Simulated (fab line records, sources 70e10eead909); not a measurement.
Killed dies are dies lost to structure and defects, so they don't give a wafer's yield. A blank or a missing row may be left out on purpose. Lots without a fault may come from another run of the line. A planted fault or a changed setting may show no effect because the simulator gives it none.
fab line records | flow nand_harc
record lots=13 wafers=39 last_day=24
route steps=1159 shown A_ZERO_WELL@404 A_ONON_D1@438 A_CHANNEL_HOLE_D1@463 END@1159
lots that met no fault: from a run of the same line without faults
start_h: hours from the record's first day to the start of the lot's first wafer shown | wait_h: hours since the lot's step before | " the same as in the row above | L1.1+2: a row that stands for several wafers | - no value, or no start given | * or withheld: withheld | < > ~ a bound
route shown NAME@n: a module of which the file shows steps, and the number in the route of the first | usual: mean/standard deviation of fault-free wafers | same: alike in all rows | chamber/n: place in a boat | sites: the reading at each site | _std_site: their standard deviation | _edge_site: outer sites' mean less inner sites' | radius_mm: how far each site lies from the wafer's centre | mask NAME#n: copy n | behind: the tool/chamber that last shaped the wafer | hold: why the lot was held/for how many hours/how that ended | device: the transistor (n, p or np) that didn't switch | end of line: the same wafers' tests at the end of the route | a step without rows: its recipe alone | killed: dies lost to structure and defects at the first sort, not the wafer's yield | map: a wafer's dies, x killed, . not, _ none there
set.NAME: the setting as run; set.NAME@STEP: as run at that earlier step | model.NAME: the simulator's own value behind a step, which no gauge read
steps of the route over a sample of lots; a table a step, a row a wafer
services: from which hour (start_h, from the record's first day; less than 0 if before it) a tool's chamber was out of use, for how many hours, and why
## steps
# step NHARC_A_ZERO_WELL_ETCH_19
# recipe target_depth_a=800 overetch_a=240 time_s=87.88 ion_energy_ev=200 n2_flow_sccm=150 h2_flow_sccm=150 ar_flow_sccm=0 rf_w=400 bias_w=150 chemistry=N2/H2
# usual drypump_motor_current_A=6.1/0.43 oes_product_au=1.001/0.0073 rf_vpp_V=431.5/2.4 showerhead_plenum_p_Torr=2.08/0.085 throttle_valve_pct=14.172/0.0092
# columns lot.wafer tool chamber start_h wait_h drypump_motor_current_A oes_product_au rf_hours_counter_h rf_vpp_V showerhead_plenum_p_Torr throttle_valve_pct
L202.3 rie_diel-11 0 125.30 0.1 5.7 0.990 5 429.0 1.97 14.166
L202.6 " 2 " " 5.8 0.984 - 428.2 1.98 14.184
L202.5 " 3 " " 6.4 0.993 - 431.1 2.07 14.177
L205.3 rie_diel-09 1 145.15 0.1 6.5 0.992 6 433.3 2.15 14.158
L205.2 " 0 " " 5.3 1.004 5 426.3 1.92 14.178
L205.5 " 1 " " 6.5 0.986 - 435.4 2.15 14.175
L206.3 rie_diel-02 0 166.62 0.1 6.4 1.008 0 435.2 2.21 14.182
L206.2 " 2 " " 6.2 1.011 0 432.3 2.13 14.166
L206.6 " 1 " " 6.7 1.017 - 431.2 2.07 14.190
L208.4 rie_diel-09 0 177.39 0.1 5.3 0.996 10 427.5 1.92 14.172
L208.2 " 1 " " 6.5 0.997 10 434.8 2.14 14.176
L208.5 " 3 " " 6.3 1.007 - 432.4 2.16 14.192
L210.4 rie_diel-02 0 188.41 0.1 6.4 1.015 2 434.6 2.21 14.162
L210.2 " 1 " " 6.6 1.008 2 431.2 2.06 14.165
L210.3 " 3 " " 5.7 0.991 2 430.3 2.03 14.173
L213.1 rie_diel-02 0 209.73 0.1 6.3 1.002 4 433.5 2.21 14.173
L213.3 " 2 " " 6.2 0.999 3 433.0 2.12 14.182
L213.6 " 2 " " 6.2 0.994 - 432.5 2.12 14.170
L216.4 rie_diel-02 1 212.67 0.1 6.7 0.999 3 431.1 2.06 14.181
L216.1 " 3 " " 5.7 0.991 4 429.9 2.03 14.185
L216.2 " 0 " " 6.3 1.006 4 433.7 2.21 14.182
L214.3 rie_diel-02 0 220.49 0.1 6.4 1.019 5 436.7 2.21 14.160
L214.6 " 1 " " 6.7 1.009 - 430.3 2.06 14.171
L214.5 " 2 " " 6.2 1.001 - 431.4 2.12 14.167
L217.4 rie_diel-09 2 232.34 0.1 5.8 1.000 16 430.4 1.99 14.197
L217.2 " 3 " " 6.3 1.001 15 433.8 2.15 14.185
L217.5 " 0 " " 5.3 1.004 - 426.7 1.92 14.170
L220.1 rie_diel-02 0 240.11 0.1 6.4 1.005 6 434.9 2.21 14.169
L220.4 " 1 " " 6.7 1.010 5 431.4 2.06 14.170
L220.3 " 2 " " 6.2 1.001 6 433.2 2.12 14.170
L221.1 rie_diel-11 1 240.69 0.1 5.5 0.992 3 433.0 2.17 14.172
L221.4 " 2 " " 5.8 1.005 3 429.0 1.98 14.192
L221.5 " 2 " " 5.8 0.995 - 430.0 1.98 14.175
L222.2 rie_diel-09 3 253.24 0.1 6.3 0.998 17 434.9 2.15 14.160
L222.4 " 0 " " 5.3 0.991 17 428.2 1.92 14.165
L222.6 " 3 " " 6.3 1.003 - 432.6 2.15 14.177
L225.2 rie_diel-02 1 262.53 0.1 6.7 1.006 9 431.4 2.06 14.182
L225.1 " 2 " " 6.2 1.005 10 432.3 2.12 14.170
L225.5 " 1 " " 6.7 1.007 - 430.7 2.06 14.168
# step NHARC_A_ZERO_WELL_RTA_16
# recipe temp_c=1000 time_s=10
# usual lamp_power_pct=30/3.8 lamp_zone_6_pct=30/3.8 wafer_temp_C_max=1004.8/1.4
# columns lot.wafer tool chamber start_h wait_h lamp_power_pct lamp_zone_6_pct wafer_temp_C_max
L202.3 rtp_anneal-01 0 126.37 - 34 34 1006.2
L202.5 " 0 " " 34 34 1007.4
L202.6 " 0 " " 34 34 1006.0
L205.2 rtp_anneal-01 0 146.22 - 34 34 1005.7
L205.3 " 0 " " 34 34 1006.2
L205.5 " 0 " " 34 34 1004.7
L206.2 rtp_anneal-02 0 167.68 - 26 26 1004.1
L206.3 " 0 " " 26 26 1003.8
L206.6 " 0 " " 26 26 1003.9
L208.2 rtp_anneal-01 0 178.49 - 34 34 1004.8
L208.4 " 0 " " 34 34 1006.1
L208.5 " 0 " " 34 34 1006.7
L210.2 rtp_anneal-02 0 189.50 - 26 26 1004.2
L210.3 " 0 " " 26 26 1005.4
L210.4 " 0 " " 26 26 1003.7
L213.1 rtp_anneal-01 0 210.79 - 34 34 1006.1
L213.3 " 0 " " 34 34 1003.8
L213.6 " 0 " " 34 34 1003.9
L216.1 rtp_anneal-01 0 213.72 - 34 34 1006.1
L216.2 " 0 " " 34 34 1004.9
L216.4 " 0 " " 34 34 1007.0
L214.3 rtp_anneal-02 0 221.54 - 26 26 1003.7
L214.5 " 0 " " 26 26 1002.8
L214.6 " 0 " " 26 26 1003.3
L217.2 rtp_anneal-01 0 233.41 - 34 34 1005.2
L217.4 " 0 " " 34 34 1005.3
L217.5 " 0 " " 34 34 1007.1
L220.1 rtp_anneal-02 0 241.13 - 26 26 1003.4
L220.3 " 0 " " 26 26 1003.5
L220.4 " 0 " " 26 26 1004.7
L221.1 rtp_anneal-01 0 241.71 - 34 34 1005.8
L221.4 " 0 " " 34 34 1006.1
L221.5 " 0 " " 34 34 1004.4
L222.2 rtp_anneal-02 0 254.29 - 26 26 1003.9
L222.4 " 0 " " 26 26 1004.5
L222.6 " 0 " " 26 26 1003.6
L225.1 rtp_anneal-02 0 263.60 - 26 26 1003.7
L225.2 " 0 " " 26 26 1002.9
L225.5 " 0 " " 26 26 1004.2
# step NHARC_A_ONON_D1_DEP_19
# recipe target_thk_a=10000 n2_flow_sccm=2750 n2o_flow_sccm=2000 nh3_flow_sccm=500 sih4_flow_sccm=210 temp_c=400
# columns lot.wafer tool chamber start_h wait_h
L202.3+5+6 pecvd_onon-02 0 155.94 0.3
L205.2+3+5 pecvd_onon-02 0 174.94 0.1
L206.2+3+6 pecvd_onon-02 0 198.78 0.1
L208.2+4+5 pecvd_onon-02 0 210.86 0.1
L210.2+3+4 pecvd_onon-02 0 218.32 0.1
L213.1+3+6 pecvd_onon-03 0 242.37 0.1
L216.1+2+4 pecvd_onon-01 0 242.37 0.1
L214.3+5+6 pecvd_onon-03 0 257.89 0.2
L217.2+4+5 pecvd_onon-03 0 264.12 0.1
L221.1+4+5 pecvd_onon-01 0 271.80 0.1
L220.1+3+4 pecvd_onon-03 0 271.81 0.1
L222.2+4+6 pecvd_onon-01 0 285.30 0.4
L225.1+2+5 pecvd_onon-03 0 294.83 0.1
# step NHARC_A_ONON_D1_THK_MEAS_21
# recipe thk_meas_gauge=ellipsometry
# usual thk_nm=1001/10
# columns lot.wafer tool chamber start_h wait_h thk_nm
L202.3 film_metro-01 - 156.33 - 1014
L202.5 " - " " 1014
L202.6 " - " " 1013
L205.2 film_metro-01 - 175.39 - 1021
L205.3 " - " " 1021
L205.5 " - " " 1022
L206.2 film_metro-02 - 199.23 - 994
L206.3 " - " " 996
L206.6 " - " " 995
L208.2 film_metro-01 - 211.31 - 1596
L208.4 " - " " 1595
L208.5 " - " " 1593
L210.2 film_metro-01 - 218.77 - 1599
L210.3 " - " " 1598
L210.4 " - " " 1600
L213.1 film_metro-02 - 242.88 - 997
L213.3 " - " " 997
L213.6 " - " " 997
L216.1 film_metro-01 - 242.89 - 998
L216.2 " - " " 1001
L216.4 " - " " 1000
L214.3 film_metro-02 - 258.29 - 1004
L214.5 " - " " 1008
L214.6 " - " " 1007
L217.2 film_metro-02 - 264.58 - 1003
L217.4 " - " " 1002
L217.5 " - " " 1004
L221.1 film_metro-01 - 272.30 - 1002
L221.4 " - " " 1004
L221.5 " - " " 1003
L220.1 film_metro-01 - 272.32 - 1013
L220.3 " - " " 1013
L220.4 " - " " 1011
L222.2 film_metro-02 - 285.76 - 987
L222.4 " - " " 988
L222.6 " - " " 987
L225.1 film_metro-02 - 295.35 - 1007
L225.2 " - " " 1005
L225.5 " - " " 1007
# step NHARC_A_CHANNEL_HOLE_D1_OVL_MEAS_11
# usual overlay_x_nm=-0.3/0.72 overlay_y_nm=0.2/0.69
# columns lot.wafer tool chamber start_h wait_h overlay_x_nm overlay_y_nm
L202.3 overlay-02 - 161.41 - -1.3 -0.2
L202.5 " - " " -1.2 -0.6
L202.6 " - " " -1.2 0.0
L205.2 overlay-01 - 185.01 - -0.9 -0.4
L205.3 " - " " -1.0 -0.5
L205.5 " - " " -1.1 -0.2
L206.2 overlay-01 - 204.75 - 0.3 0.3
L206.3 " - " " -0.1 0.2
L206.6 " - " " 0.1 0.5
L213.1 overlay-01 - 250.11 - 0.8 0.7
L213.3 " - " " 0.6 1.7
L213.6 " - " " 0.3 1.1
L216.1 overlay-01 - 250.46 - -0.1 0.5
L216.2 " - " " 0.1 0.9
L216.4 " - " " 0.5 0.8
L214.3 overlay-02 - 263.33 - 0.3 -0.7
L214.5 " - " " 0.0 -0.5
L214.6 " - " " -0.7 -0.4
L217.2 overlay-01 - 271.31 - -0.1 1.9
L217.4 " - " " -0.3 1.2
L217.5 " - " " 0.2 1.3
L221.1 overlay-02 - 277.83 - 1.0 1.0
L221.4 " - " " 1.7 0.9
L221.5 " - " " 2.2 0.9
L220.1 overlay-01 - 279.10 - -0.8 1.7
L220.3 " - " " -0.4 1.9
L220.4 " - " " -0.6 1.2
L222.2 overlay-01 - 290.98 - -1.6 -0.4
L222.4 " - " " -1.2 -0.3
L222.6 " - " " -1.5 0.0
L225.1 overlay-02 - 303.63 - -0.4 -1.1
L225.2 " - " " -0.7 -0.9
L225.5 " - " " -0.7 -0.7
# step NHARC_END_SORT_01
# recipe temp_c=25
# usual killed_at_array=28/8.9 killed_at_other=0.8/1.2 killed_at_periphery=3.3/2.3 killed_dies=32/9.4 killed_open=3.2/1.8 killed_short=1.9/1.4
# same gross_dies=677
# columns lot.wafer tool chamber start_h wait_h killed_at_array killed_at_other killed_at_periphery killed_dies killed_open killed_short
L208.2 prober-02 0 503.40 2.8 673 0 4 677 4 0
L208.4 prober-02 0 505.02 3.4 676 0 1 677 3 1
L208.5 prober-02 0 505.83 3.7 675 0 2 677 3 2
L210.2 prober-02 0 511.23 2.8 670 0 7 677 5 3
L210.3 prober-02 0 512.03 3.1 673 0 4 677 6 1
L210.4 prober-02 0 512.83 3.4 673 0 4 677 3 4
# killed by level:class
L208.2 A_ONON_D1:area_dep=642 A_SLIT:chamber_film_flake=13 A_CHANNEL_HOLE_D1:chamber_film_flake=12 A_CONTACT:geometric_particle:open=2 A_STAIRCASE:chamber_film_flake=2 P_M0:geometric_particle:open=1 A_WL_FILL:geometric_particle:open=1 P_ZERO_WELL:chamber_film_flake=1
L208.4 A_ONON_D1:area_dep=628 A_CHANNEL_HOLE_D1:chamber_film_flake=21 A_SLIT:chamber_film_flake=14 A_STAIRCASE:chamber_film_flake=3 A_CONTACT:chamber_film_flake=3 A_WL_FILL:chamber_film_flake=2 A_SOURCE_PLATE:geometric_particle:open=1 A_SGD_CUT:geometric_particle:open=1
L208.5 A_ONON_D1:area_dep=637 A_CHANNEL_HOLE_D1:chamber_film_flake=18 A_SLIT:chamber_film_flake=11 A_CONTACT:chamber_film_flake=3 P_M0:geometric_particle:open=2 A_WL_FILL:geometric_particle:short=2 A_CONTACT:geometric_particle:open=1 A_ZERO_WELL:chamber_film_flake=1
L210.2 A_ONON_D1:area_dep=642 A_SLIT:chamber_film_flake=13 A_CHANNEL_HOLE_D1:chamber_film_flake=7 A_CONTACT:chamber_film_flake=4 P_M0:geometric_particle:open=2 P_GATE:geometric_particle:open=1 P_GATE:geometric_particle:short=1 P_M0:geometric_particle:short=1
L210.3 A_ONON_D1:area_dep=640 A_SLIT:chamber_film_flake=11 A_CHANNEL_HOLE_D1:chamber_film_flake=10 A_CONTACT:chamber_film_flake=3 P_ZERO_WELL:chamber_film_flake=2 A_ZERO_WELL:chamber_film_flake=2 P_M0:geometric_particle:open=1 A_ONON_D1:geometric_particle:open=1
L210.4 A_ONON_D1:area_dep=636 A_SLIT:chamber_film_flake=13 A_CHANNEL_HOLE_D1:chamber_film_flake=9 A_STAIRCASE:chamber_film_flake=5 A_ZERO_WELL:chamber_film_flake=3 A_CHANNEL_FILL_D1:geometric_particle:short=2 P_GATE:chamber_film_flake=2 A_ONON_D1:geometric_particle:open=1
## services
# columns tool chamber start_h hours kind
rie_diel-02 0 105.35 - clean
rie_diel-02 1 105.35 - clean
rie_diel-02 2 105.35 - clean
rie_diel-02 3 105.35 - clean
pecvd_onon-02 - 111.22 13.0 pm
rie_diel-02 0 129.87 - clean
rie_diel-09 3 133.14 12.4 repair
rie_diel-02 - 150.70 9.0 pm
pecvd_onon-03 - 153.00 13.0 pm
rie_diel-09 3 158.50 1.9 repair
rie_diel-11 1 177.06 3.2 repair
rie_diel-11 - 189.50 9.0 pm
pecvd_onon-01 - 195.25 13.0 pm
rie_diel-11 1 199.61 6.7 repair
rie_diel-02 1 202.69 7.0 repair
rie_diel-09 2 219.44 1.2 repair
rie_diel-09 1 225.76 2.8 repair
rie_diel-09 0 227.51 3.9 repair
rie_diel-02 0 252.50 6.4 repair
rie_diel-09 - 254.10 9.0 pm
rie_diel-11 2 261.12 4.6 repair
pecvd_onon-02 - 266.50 2.6 repair
rie_diel-09 - 287.55 0.9 repair
pecvd_onon-02 - 292.22 13.0 pm
## key
first_sign step=NHARC_A_ONON_D1_THK_MEAS_21 reading=thk_nm direction=up sigmas=57 usual=1001 struck=1597
effect step=NHARC_END_SORT_01 reading=killed_at_array direction=up sigmas=72 usual=28 struck=673
more_kills_born_at NHARC_A_ONON_D1_DEP_19@pecvd_onon-02=3825
met_at NHARC_A_ONON_D1_DEP_19
struck_lots L208,L210
struck_wafers L208.2,L208.4,L208.5,L210.2,L210.3,L210.4
later_rows_left_out L208.2,L208.4,L208.5,L210.2,L210.3,L210.4
tester_left_out L208,L210
not_acting_at NHARC_A_ZERO_WELL_ETCH_19,NHARC_A_ZERO_WELL_RTA_16,NHARC_A_CHANNEL_HOLE_D1_OVL_MEAS_11
onset_between 198.78 210.86
fault kind=process_parameter_drift tool=pecvd_onon-02 chamber=0 onset_h=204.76 steps=NHARC_A_ONON_D1_DEP_19 channel=target_thk_a offset=* shape=step end_h=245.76 acts_in=* stated=*
# tester_left_out: of these lots the tester's yield and bins aren't shown, on N5 and GAA mostly nor the transistor test; their killed dies are dies lost to structure and defects alone, not to doping, threshold or leakage, so they don't give the yield
# later_rows_left_out: the simulator's readings of these wafers behind a module that went badly wrong aren't trusted and aren't shown, but for the sort
